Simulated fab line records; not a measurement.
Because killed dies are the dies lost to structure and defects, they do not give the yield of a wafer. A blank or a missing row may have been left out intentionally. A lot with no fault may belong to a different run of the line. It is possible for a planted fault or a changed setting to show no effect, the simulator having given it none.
Which tool did it? ; flow nand_harc ; Sampling: 15 lots, 45 wafers, 4 of 1302 route steps

WHAT EACH GAUGE READ, for each wafer
No reading from a measuring or inspecting step in the record can be judged against a usual standard deviation.

WHICH TOOL RAN EACH LOT (tool, then ch and the chambers of the sampled wafers, then the start)
lot;NHARC_A_CHANNEL_HOLE_D1_ETCH_20;NHARC_A_CHANNEL_HOLE_D1_ETCH_24;NHARC_A_CHANNEL_FILL_D1_ALD_02;NHARC_A_CHANNEL_FILL_D1_STRIP_28
L540;har_etch-01 ch 0,1, day 8 14:28;har_etch-01 ch 0,1, day 8 16:38;ald_hk-04 ch 1,2, day 8 23:47;rie_diel-02 ch 1,2, day 10 00:16
L543;har_etch-01 ch 0,1, day 9 17:56;har_etch-01 ch 0,1, day 9 19:56;ald_hk-04 ch 0,2,3, day 9 23:41;rie_diel-02 ch 1,2,3, day 11 00:04
L544;har_etch-01 ch 0,1, day 10 03:50;har_etch-01 ch 0,1, day 10 05:55;ald_hk-02 ch 0,2,3, day 10 09:34;rie_diel-04 ch 0,2,3, day 11 10:10
L546;har_etch-01 ch 0, day 10 19:35;har_etch-01 ch 0, day 10 21:37;ald_hk-03 ch 0,2, day 11 01:30;rie_diel-04 ch 0,1,3, day 12 03:36
L547;har_etch-01 ch 0,1, day 11 19:47;har_etch-01 ch 0,1, day 11 21:49;ald_hk-02 ch 1,2,3, day 12 01:35;rie_diel-10 ch 0,1,3, day 13 02:33
L548;har_etch-02 ch 0,1, day 11 23:41;har_etch-02 ch 0,1, day 12 01:46;ald_hk-02 ch 1,2, day 12 05:25;rie_diel-02 ch 1,2,3, day 13 06:11
L549;har_etch-01 ch 0,1, day 12 07:35;har_etch-01 ch 0,1, day 12 09:36;ald_hk-04 ch 1,2,3, day 12 13:40;rie_diel-04 ch 2,3, day 13 14:09
L550;har_etch-02 ch 0, day 12 19:49;har_etch-02 ch 0, day 13 00:01;ald_hk-04 ch 0,1,2, day 13 05:44;rie_diel-04 ch 0,1, day 14 06:44
L551;har_etch-01 ch 0,1, day 12 21:08;har_etch-01 ch 0,1, day 12 23:09;ald_hk-02 ch 0,1,2, day 13 02:56;rie_diel-02 ch 0,2,3, day 14 06:44
L556;har_etch-02 ch 0,1, day 15 10:25;har_etch-02 ch 0,1, day 15 12:34;ald_hk-03 ch 1,2,3, day 15 16:10;rie_diel-02 ch 1,2, day 16 16:49
L557;har_etch-01 ch 0,1, day 15 20:29;har_etch-01 ch 0,1, day 15 22:39;ald_hk-02 ch 0,1,3, day 16 02:16;rie_diel-04 ch 1,2,3, day 17 03:11
L558;har_etch-02 ch 0,1, day 15 22:40;har_etch-02 ch 0,1, day 16 00:42;ald_hk-04 ch 2,3, day 16 04:26;rie_diel-10 ch 1,2,3, day 17 03:13
L559;har_etch-02 ch 0,1, day 16 06:32;har_etch-02 ch 0,1, day 16 08:34;ald_hk-03 ch 0,3, day 16 14:08;rie_diel-04 ch 2,3, day 17 14:20
L561;har_etch-02 ch 0,1, day 17 10:29;har_etch-02 ch 0,1, day 17 12:36;ald_hk-04 ch 2,3, day 17 18:45;rie_diel-10 ch 1,2,3, day 18 21:05
L563;har_etch-02 ch 0,1, day 18 03:22;har_etch-02 ch 0,1, day 18 05:22;ald_hk-03 ch 0,2, day 18 09:14;rie_diel-10 ch 1,2,3, day 19 09:28
- NHARC_A_CHANNEL_HOLE_D1_ETCH_20: etches the open film in C4F8/O2/Ar, time 361.9 s, target depth 1600 nm.
- NHARC_A_CHANNEL_HOLE_D1_ETCH_24: etches the open film in C4F8/O2/Ar, time 906.2 s, target depth 1500 nm.
- NHARC_A_CHANNEL_FILL_D1_ALD_02: deposits SiO2, target thk 6 nm, pulse time 10 s, ald cycles 60.
- NHARC_A_CHANNEL_FILL_D1_STRIP_28: strips in O2, time 20 s.

AS READ BY THE TOOLS THEMSELVES (means over the sampled wafers that have a number; for cases with no such wafer, the mark the record gives instead)
NHARC_A_CHANNEL_HOLE_D1_ETCH_20. Usual: drypump_motor_current_A 5.4 A, standard deviation 0.38; o2_flow_sccm 35.70 sccm, standard deviation 0.11; showerhead_plenum_p_Torr 3.65 Torr, standard deviation 0.074; throttle_valve_pct 32.154 %, standard deviation 0.0095.
lot;tool;drypump_motor_current_A (A);o2_flow_sccm (sccm);showerhead_plenum_p_Torr (Torr);throttle_valve_pct (%);flag
L540;har_etch-01;5.2;35.62;3.68;32.143;
L543;har_etch-01;5.5;35.53;3.61;32.159;
L544;har_etch-01;5.5;35.69;3.61;32.149;
L546;har_etch-01;5.8;35.78;3.56;32.153;
L547;har_etch-01;5.5;35.74;3.60;32.155;
L548;har_etch-02;5.4;35.63;3.71;32.147;
L549;har_etch-01;5.5;35.83;3.59;32.148;
L550;har_etch-02;5.7;35.57;3.64;32.156;
L551;har_etch-01;5.2;35.77;3.65;32.156;
L556;har_etch-02;5.4;35.70;3.69;32.152;
L557;har_etch-01;5.5;35.78;3.57;32.159;
L558;har_etch-02;5.6;35.77;3.65;32.152;
L559;har_etch-02;5.6;35.74;3.65;32.143;
L561;har_etch-02;5.6;35.69;3.64;32.158;
L563;har_etch-02;5.6;35.81;3.64;32.158;

NHARC_A_CHANNEL_HOLE_D1_ETCH_24. Usual: drypump_motor_current_A 5.4 A, standard deviation 0.37; o2_flow_sccm 31.20 sccm, standard deviation 0.09; showerhead_plenum_p_Torr 3.64 Torr, standard deviation 0.074; throttle_valve_pct 32.234 %, standard deviation 0.0093.
lot;tool;drypump_motor_current_A (A);o2_flow_sccm (sccm);showerhead_plenum_p_Torr (Torr);throttle_valve_pct (%);flag
L540;har_etch-01;5.2;31.17;3.67;32.250;
L543;har_etch-01;5.5;31.22;3.61;32.235;
L544;har_etch-01;5.5;31.33;3.61;32.227;
L546;har_etch-01;5.8;31.20;3.55;32.228;
L547;har_etch-01;5.5;31.29;3.60;32.231;
L548;har_etch-02;5.4;31.23;3.71;32.243;
L549;har_etch-01;5.5;31.21;3.59;32.242;
L550;har_etch-02;5.7;31.19;3.64;32.236;
L551;har_etch-01;5.2;31.03;3.64;32.228;
L556;har_etch-02;5.4;31.24;3.69;32.239;
L557;har_etch-01;5.5;31.14;3.56;32.234;
L558;har_etch-02;5.6;31.26;3.64;32.231;
L559;har_etch-02;5.6;31.16;3.64;32.233;
L561;har_etch-02;5.6;31.08;3.64;32.232;
L563;har_etch-02;5.6;31.23;3.63;32.245;

NHARC_A_CHANNEL_FILL_D1_ALD_02. Usual: heater_power_outer_w 250 W, standard deviation 31; heater_power_w 440 W, standard deviation 56; precursor_pulse_height_rel 1.000, standard deviation 0.02.
lot;tool;heater_power_outer_w (W);heater_power_w (W);precursor_pulse_height_rel;flag
L540;ald_hk-04;279;505;1.003;
L543;ald_hk-04;285;476;0.985;
L544;ald_hk-02;234;413;0.998;
L546;ald_hk-03;255;464;0.993;
L547;ald_hk-02;210;368;0.996;
L548;ald_hk-02;210;366;1.009;
L549;ald_hk-04;292;494;0.996;
L550;ald_hk-04;266;483;0.989;
L551;ald_hk-02;229;403;1.004;
L556;ald_hk-03;254;456;0.996;
L557;ald_hk-02;-;-;-;OFF
L558;ald_hk-04;-;-;-;OFF
L559;ald_hk-03;-;-;-;OFF
L561;ald_hk-04;286;494;1.008;
L563;ald_hk-03;249;455;1.002;

NHARC_A_CHANNEL_FILL_D1_STRIP_28. Usual: drypump_motor_current_A 5.9 A, standard deviation 0.38; o2_flow_sccm 500.1 sccm, standard deviation 1.5; oes_product_au 0.998 a.u., standard deviation 0.0071; rf_vpp_V 57.6 V, standard deviation 0.89; showerhead_plenum_p_Torr 3.48 Torr, standard deviation 0.15; throttle_valve_pct 17.037 %, standard deviation 0.0091.
lot;tool;drypump_motor_current_A (A);o2_flow_sccm (sccm);oes_product_au (a.u.);rf_vpp_V (V);showerhead_plenum_p_Torr (Torr);throttle_valve_pct (%);flag
L540;rie_diel-02;5.8;499.9;1.002;58.7;3.57;17.036;
L543;rie_diel-02;5.7;499.3;0.995;57.1;3.52;17.036;
L544;rie_diel-04;6.0;501.3;1.009;57.9;3.47;17.034;
L546;rie_diel-04;5.7;501.0;1.003;56.6;3.42;17.044;
L547;rie_diel-10;6.0;500.9;1.002;57.7;3.44;17.040;
L548;rie_diel-02;5.7;499.8;0.998;58.1;3.52;17.037;
L549;rie_diel-04;6.2;500.1;0.994;57.3;3.44;17.046;
L550;rie_diel-04;5.7;498.6;1.010;57.4;3.45;17.037;
L551;rie_diel-02;5.8;499.9;0.993;57.6;3.48;17.044;
L556;rie_diel-02;5.8;498.0;0.989;57.9;3.57;17.033;
L557;rie_diel-04;5.9;499.7;0.996;57.2;3.39;17.032;
L558;rie_diel-10;5.8;500.5;0.996;56.9;3.42;17.025;
L559;rie_diel-04;5.9;501.0;1.005;57.1;3.43;17.041;
L561;rie_diel-10;5.7;501.5;0.998;58.2;3.42;17.035;
L563;rie_diel-10;5.7;500.6;0.989;58.4;3.42;17.038;

THE ANSWER, worked out from the rows above alone
Rule: a lot is off if the mean of its wafers that have a number lies more than 3 standard deviations from the usual mean. A lot without any number at a reading at which 4 lots or more have one is off too. Where the step has rows for the other lots, those lots are counted as sound. After the gauges, taken in route order, come the tools' own readings; for these a lot's mean is taken, as printed above. The first step at which some lot is off is used, and at that step the reading that is off furthest; a lot without a number counts as furthest.
Off: L557, L558, L559 (NHARC_A_CHANNEL_FILL_D1_ALD_02, heater_power_outer_w). Without a number there: L557, L558, L559.
If a tool, at that step or one of the process steps before it, ran each lot that is off and ran no sound lot following the first of them, it fits. None of those tried fits.

WHAT THE SIMULATOR HAD PUT IN
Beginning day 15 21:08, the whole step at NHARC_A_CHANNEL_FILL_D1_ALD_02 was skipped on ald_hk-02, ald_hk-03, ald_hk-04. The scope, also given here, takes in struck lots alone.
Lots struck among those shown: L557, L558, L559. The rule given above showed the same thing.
